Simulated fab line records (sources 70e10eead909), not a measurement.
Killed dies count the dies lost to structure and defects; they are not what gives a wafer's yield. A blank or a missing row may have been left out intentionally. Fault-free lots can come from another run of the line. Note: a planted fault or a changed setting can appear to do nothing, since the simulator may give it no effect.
fab line records    flow nand-harc
record: lots: 5  wafers: 15  last-day: 32
route steps=1302 shown HYBRID_BOND@1243 THIN_TSV@1244
lots untouched by any fault: they come from a run of this same line in which no faults occurred
start-h: hours from the record's opening day to when the first of the lot's shown wafers began    wait-h: time in hours since the lot's previous step    " unchanged from the row above    L1.1+2: a row that stands for several wafers    - no value, or no start given    * or withheld: withheld    < > ~ a bound
route shown NAME@n: a module of which the file shows steps, and the number in the route of the first    usual: mean and standard deviation over wafers with no fault    same: alike in all rows    chamber/n: place in a boat    sites: per-site readings    _std_site: standard deviation across them    _edge_site: outer sites' mean less inner sites'    radius-mm: how far each site lies from the wafer's centre    mask NAME#n: copy n    behind: the last tool/chamber to shape the wafer    hold: reason for holding the lot/hours on hold/outcome of the hold    device: transistor that didn't switch, given as n, p or np    end of line: the route-end tests of the same wafers    a step with no rows: only its recipe    killed: not the wafer's yield, but the dies lost to structure and defects at the first sort    map: a wafer's dies, x killed, . not, _ none there
set.NAME: the setting as run; set.NAME@STEP: as run at that earlier step    model.NAME: the simulator's own value behind a step, which no gauge read
certain route steps with their lots: each step a table, each wafer a row
services: the hour from which a tool's chamber was out of use, counted from the record's first day as start-h (under 0 if before that day), plus the number of hours and why
== steps ==
step: NHARC_HYBRID_BOND_INSPECT_06
recipe: inspect-instrument: ir-void
usual: raw-defect-count: 92/39
lot.wafer  tool               chamber  start-h  wait-h  raw-defect-count
L077.2     defect-inspect-01  -        582.21   0.1     116
L077.3     "                  -        "        "       127
L077.6     "                  -        "        "       111
L078.3     defect-inspect-01  -        582.24   0.1     148
L078.4     "                  -        "        "       122
L078.6     "                  -        "        "       121
L083.1     defect-inspect-02  -        639.42   0.1     77
L083.3     "                  -        "        "       81
L083.4     "                  -        "        "       102
L086.1     defect-inspect-01  -        649.84   0.0     90
L086.2     "                  -        "        "       123
L086.3     "                  -        "        "       95
L093.2     defect-inspect-02  -        735.28   0.1     144
L093.3     "                  -        "        "       148
L093.5     "                  -        "        "       156
step: NHARC_THIN_TSV_GRIND_00
recipe: target-thk-um: 6
usual: motor-current-A: 12.000/0.022
lot.wafer  tool        chamber  start-h  wait-h  motor-current-A
L077.2     grinder-01  0        583.76   1.5     11.991
L077.3     "           0        "        "       12.031
L077.6     "           0        "        "       11.978
L078.3     grinder-01  0        586.36   4.1     12.042
L078.4     "           0        "        "       11.995
L078.6     "           0        "        "       11.975
L083.1     grinder-01  0        640.76   1.3     11.987
L083.3     "           0        "        "       11.996
L083.4     "           0        "        "       11.970
L086.1     grinder-01  0        651.18   1.3     11.992
L086.2     "           0        "        "       12.008
L086.3     "           0        "        "       11.980
L093.2     grinder-01  0        735.62   0.3     11.979
L093.3     "           0        "        "       12.023
L093.5     "           0        "        "       11.988
step: NHARC_THIN_TSV_CMP_01
recipe: target-thk-um: 3
usual: motor-current-A: 11.4/1.2
lot.wafer  tool    chamber  start-h  wait-h  motor-current-A
L077.3     cmp-01  0        584.80   0.6     9.9
L077.2     "       3        "        "       10.8
L077.6     "       1        "        "       13.0
L078.4     cmp-03  1        587.20   0.4     10.0
L078.3     "       3        "        "       12.0
L078.6     "       2        "        "       11.4
L083.1     cmp-02  2        641.99   1.0     12.0
L083.3     "       3        "        "       10.6
L083.4     "       1        "        "       14.4
L086.1     cmp-01  0        652.42   1.0     9.5
L086.3     "       1        "        "       12.6
L086.2     "       2        "        "       11.6
L093.3     cmp-01  0        736.65   0.6     10.0
L093.2     "       1        "        "       12.7
L093.5     "       1        "        "       13.1
step: NHARC_THIN_TSV_THK_MEAS_02
recipe: thk-meas-gauge: ir
usual: thk-nm: 2948/240
lot.wafer  tool           chamber  start-h  wait-h  thk-nm
L077.2     film-metro-02  -        585.06   -       3422
L077.3     "              -        "        "       3021
L077.6     "              -        "        "       3285
L078.3     film-metro-01  -        587.46   -       3128
L078.4     "              -        "        "       2791
L078.6     "              -        "        "       2940
L083.1     film-metro-01  -        642.26   0.2     2817
L083.3     "              -        "        "       2836
L083.4     "              -        "        "       2812
L086.1     film-metro-01  -        652.66   -       3160
L086.2     "              -        "        "       3034
L086.3     "              -        "        "       3086
L093.2     film-metro-02  -        736.91   -       3570
L093.3     "              -        "        "       3142
L093.5     "              -        "        "       3166
step: NHARC_THIN_TSV_SRD_03
lot.wafer   tool          chamber  start-h  wait-h
L077.3+2+6  wet-bench-08  1,3,4    585.10   0.0
L078.4+3+6  wet-bench-08  0,2,5    587.50   0.0
L083.1+3+4  wet-bench-10  6,7,0    642.31   0.0
L086.1+3+2  wet-bench-10  4,5,7    652.70   0.0
L093.3+2+5  wet-bench-08  3,5,6    736.96   0.0
step: NHARC_THIN_TSV_PRECLEAN_41
recipe: time-s: *  temp-c: 50  bath-age-min: 0  chemistry: SC1
usual: bath-guard-temp-C: 50.0/0.46
lot.wafer  tool          chamber  start-h  wait-h  bath-guard-temp-C
L077.3     wet-bench-08  1        585.16   0.0     49.6
L077.2     "             3        "        "       50.1
L077.6     "             4        "        "       49.6
L078.4     wet-bench-08  0        587.55   0.0     49.7
L078.3     "             2        "        "       50.8
L078.6     "             5        "        "       50.1
L083.1     wet-bench-10  6        642.33   0.0     50.1
L083.3     "             7        "        "       49.9
L083.4     "             0        "        "       50.7
L086.1     wet-bench-10  4        652.72   0.0     50.3
L086.3     "             5        "        "       49.4
L086.2     "             7        "        "       49.9
L093.3     wet-bench-08  3        736.98   0.0     50.3
L093.2     "             5        "        "       49.7
L093.5     "             6        "        "       49.9
step: NHARC_THIN_TSV_SRD_42
lot.wafer   tool          chamber  start-h  wait-h
L077.3+2+6  wet-bench-08  1,3,4    -        -
L078.4+3+6  wet-bench-08  0,2,5    -        -
L083.1+3+4  wet-bench-10  6,7,0    -        -
L086.1+3+2  wet-bench-10  4,5,7    -        -
L093.3+2+5  wet-bench-08  3,5,6    -        -
step: NHARC_THIN_TSV_DEP_43
recipe: target-thk-a: 13285  temp-c: withheld  pressure-torr: 6.5  rf-w: 900  teos-flow-sccm: 161.4  flow-sccm: 2650  target-thk-nm: 1328.5  gas: O2  material: SiO2
usual: mfc-precursor-sccm: 161.4/0.48  throttle-valve-pct: 15.6/0.61
lot.wafer  tool      chamber  start-h  wait-h  mfc-precursor-sccm  throttle-valve-pct
L077.3     pecvd-03  2        585.33   -       162.0               14.6
L077.2     "         0        "        "       161.8               15.1
L077.6     "         0        "        "       161.6               15.4
L078.3     pecvd-03  1        587.82   -       160.4               16.0
L078.6     "         2        "        "       161.0               14.6
L078.4     "         1        "        "       161.3               16.0
L083.1     pecvd-03  0        642.48   -       161.3               15.5
L083.3     "         0        "        "       161.6               15.2
L083.4     "         2        "        "       160.1               14.4
L086.2     pecvd-03  2        652.88   -       161.1               14.6
L086.1     "         0        "        "       161.4               15.4
L086.3     "         1        "        "       161.0               16.1
L093.2     pecvd-02  1        737.13   -       162.0               17.2
L093.3     "         0        "        "       160.7               15.9
L093.5     "         1        "        "       161.5               17.0
== services ==
tool          chamber  start-h  hours  kind
cmp-02        -        583.69   4.0    repair
pecvd-02      -        589.41   13.0   pm
cmp-01        -        599.87   4.0    pm
pecvd-02      -        604.92   1.7    repair
pecvd-03      -        612.10   0.4    repair
cmp-03        -        621.57   2.1    repair
cmp-02        -        624.50   4.0    pm
pecvd-03      1        629.25   18.9   repair
cmp-01        -        632.30   1.3    repair
wet-bench-08  -        646.40   8.0    pm
cmp-03        -        647.83   0.8    repair
cmp-03        -        652.11   4.0    pm
wet-bench-10  -        663.20   8.0    pm
cmp-03        -        665.96   0.5    repair
grinder-01    -        671.50   1.1    repair
pecvd-02      2        672.55   2.8    repair
pecvd-02      2        687.57   4.2    repair
cmp-01        -        697.87   4.0    pm
grinder-01    -        708.02   1.8    repair
pecvd-03      -        713.71   1.1    repair
pecvd-03      -        717.17   0.6    repair
grinder-01    -        727.61   3.3    repair
pecvd-03      -        728.59   13.0   pm
grinder-01    -        736.62   8.0    pm
== key ==
fault none
